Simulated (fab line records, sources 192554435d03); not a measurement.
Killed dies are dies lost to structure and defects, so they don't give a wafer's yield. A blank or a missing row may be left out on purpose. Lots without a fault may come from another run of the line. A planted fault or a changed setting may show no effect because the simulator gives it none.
Split-lot experiment | flow n5_finfet | 7 lots, 33 wafers read, on a route of 1938 steps

THE SPLIT
At N5_BEOL_M11_ETCH_62 (etches SOC in N2/H2, target depth 110 nm, overetch 22 nm, time 165 s), the setting time_s was moved away from the recipe's 165 s on 9 of the 33 wafers read, by +15.7% to +51.2%. The other wafers ran this setting at the recipe's value.

FROM THE SPLIT TO THE READING: what the file shows between them, 9 steps
- N5_BEOL_M11_STRIP_68: strips in N2/H2
- N5_BEOL_M11_STRIP_67: strips in CF4
- N5_BEOL_M11_HM_OPEN_17: chemistry Cl2/BCl3, target TiN, target depth 20 nm, overetch 6 nm
- N5_BEOL_M11_STRIP_19: strips in O2
- N5_BEOL_M11_CD_MEAS_18: pitch 140 nm, target cd 70 nm
- N5_BEOL_M11_COAT_63: time 60 s, resist thk 100 nm
- N5_BEOL_M11_COAT_64: time 60 s, resist thk 30 nm
- N5_BEOL_M11_PRECLEAN_42: cleans in residue remover, time 60 s
- N5_BEOL_M11_SRD_43: time 30 s

THE READING
cd_nm, in nm, at N5_BEOL_M11_CD_MEAS_35 (target cd 70 nm). Fault-free wafers of this fab line usually give 70.1 nm, standard deviation 0.46 nm.

wafer  | tool, chamber at the split | time_s as run, s | against the recipe | cd_nm, nm | against lot-mates on the recipe
L074.1 | rie_diel-06, 0             | 220.5            | +33.6%             | 70.9      | +1.3
L074.2 | rie_diel-06, 3             | 220.5            | +33.6%             | 70.4      | +0.8
L074.3 | rie_diel-06, 2             | 165              | recipe             | 69.4      | -
L074.4 | rie_diel-06, 1             | 165              | recipe             | 69.7      | -
L074.5 | rie_diel-06, 1             | 165              | recipe             | 69.6      | -
L074.6 | rie_diel-06, 0             | 220.5            | +33.6%             | 71.5      | +1.9
L078.1 | rie_diel-03, 3             | 165              | recipe             | 70.3      | -
L078.3 | rie_diel-03, 1             | 165              | recipe             | 70.3      | -
L078.4 | rie_diel-03, 2             | 165              | recipe             | 70.3      | -
L080.1 | rie_diel-04, 0             | 165              | recipe             | 70.3      | -
L080.2 | rie_diel-04, 3             | 165              | recipe             | 70.2      | -
L080.3 | rie_diel-04, 1             | 165              | recipe             | 70.2      | -
L080.4 | rie_diel-04, 2             | 165              | recipe             | 70.0      | -
L080.5 | rie_diel-04, 3             | 165              | recipe             | 70.4      | -
L080.6 | rie_diel-04, 0             | 165              | recipe             | 69.8      | -
L081.2 | rie_diel-06, 0             | 165              | recipe             | 70.7      | -
L081.5 | rie_diel-06, 0             | 165              | recipe             | 70.6      | -
L081.6 | rie_diel-06, 3             | 165              | recipe             | 70.3      | -
L084.1 | rie_diel-04, 3             | 249.4            | +51.2%             | 72.3      | +1.9
L084.2 | rie_diel-04, 1             | 165              | recipe             | 70.5      | -
L084.3 | rie_diel-04, 2             | 249.4            | +51.2%             | 72.3      | +1.9
L084.4 | rie_diel-04, 0             | 249.4            | +51.2%             | 72.3      | +1.9
L084.5 | rie_diel-04, 1             | 165              | recipe             | 70.3      | -
L084.6 | rie_diel-04, 0             | 165              | recipe             | 70.3      | -
L088.1 | rie_diel-04, 1             | 165              | recipe             | 70.7      | -
L088.2 | rie_diel-04, 3             | 165              | recipe             | 70.5      | -
L088.6 | rie_diel-04, 2             | 165              | recipe             | 70.1      | -
L090.1 | rie_diel-06, 2             | 190.9            | +15.7%             | 70.7      | +0.9
L090.2 | rie_diel-06, 3             | 165              | recipe             | 70.0      | -
L090.3 | rie_diel-06, 1             | 190.9            | +15.7%             | 71.5      | +1.7
L090.4 | rie_diel-06, 2             | 165              | recipe             | 69.7      | -
L090.5 | rie_diel-06, 1             | 190.9            | +15.7%             | 70.5      | +0.7
L090.6 | rie_diel-06, 3             | 165              | recipe             | 69.8      | -

THE FIT
A straight line over all 33 wafers: cd_nm changes by +0.0368 nm for each +1% of time_s; r = +0.85; the points scatter about the line by 0.4 nm.
The same after taking each lot's own level away (the mean of its wafers on the recipe; 33 wafers): +0.0396 nm for each +1%; r = +0.93; scatter 0.28 nm.
On that fit, the largest move of time_s shifts the reading by 2 nm.
The lots' own levels span 69.57 to 70.53 nm, that is 2.1 times the standard deviation above.
So the lot-to-lot level changes the slope little: the two slopes agree.
Check: with one of the wafers moved furthest among these (+51.2%) left out of the fit, the line predicts +2.1 nm for it against its lot-mates. It came out at +1.93 nm against them.

THE WHOLE CHAIN: every reading that the file lists as answering this split, in the file's order
step                   | what it does                                                         | reading                                                                           | change (the file's fit)                                                             | r (the file's)
N5_BEOL_M11_ETCH_62    | etches SOC in N2/H2, target depth 110 nm, overetch 22 nm, time 165 s | etch.depth_nm (the simulator's own value, which no gauge read)                    | not straight: 84.6 at the lowest setting, 100.2 at the recipe, 99.99 at the highest | not given
N5_BEOL_M11_ETCH_62    | etches SOC in N2/H2, target depth 110 nm, overetch 22 nm, time 165 s | SiARC_of_BEOL_M11_COAT_60.thk_nm (the simulator's own value, which no gauge read) | -0.0674 nm for each +1% of the setting                                              | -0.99
N5_BEOL_M11_ETCH_62    | etches SOC in N2/H2, target depth 110 nm, overetch 22 nm, time 165 s | BEOL_M11.cd_offset_nm (the simulator's own value, which no gauge read)            | +0.0322 nm for each +1% of the setting                                              | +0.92
N5_BEOL_M11_HM_OPEN_17 | chemistry Cl2/BCl3, target TiN, target depth 20 nm, overetch 6 nm    | BEOL_M11.cd_offset_nm (the simulator's own value, which no gauge read)            | +0.0329 nm for each +1% of the setting                                              | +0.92
N5_BEOL_M11_CD_MEAS_18 | pitch 140 nm, target cd 70 nm                                        | cd_nm                                                                             | +0.0433 nm for each +1% of the setting                                              | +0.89
N5_BEOL_M11_CD_MEAS_35 | target cd 70 nm                                                      | cd_nm                                                                             | +0.0408 nm for each +1% of the setting                                              | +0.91

THE FILE'S OWN FIT
cd_nm changes by +0.0408 nm for each +1% of time_s, r = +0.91.
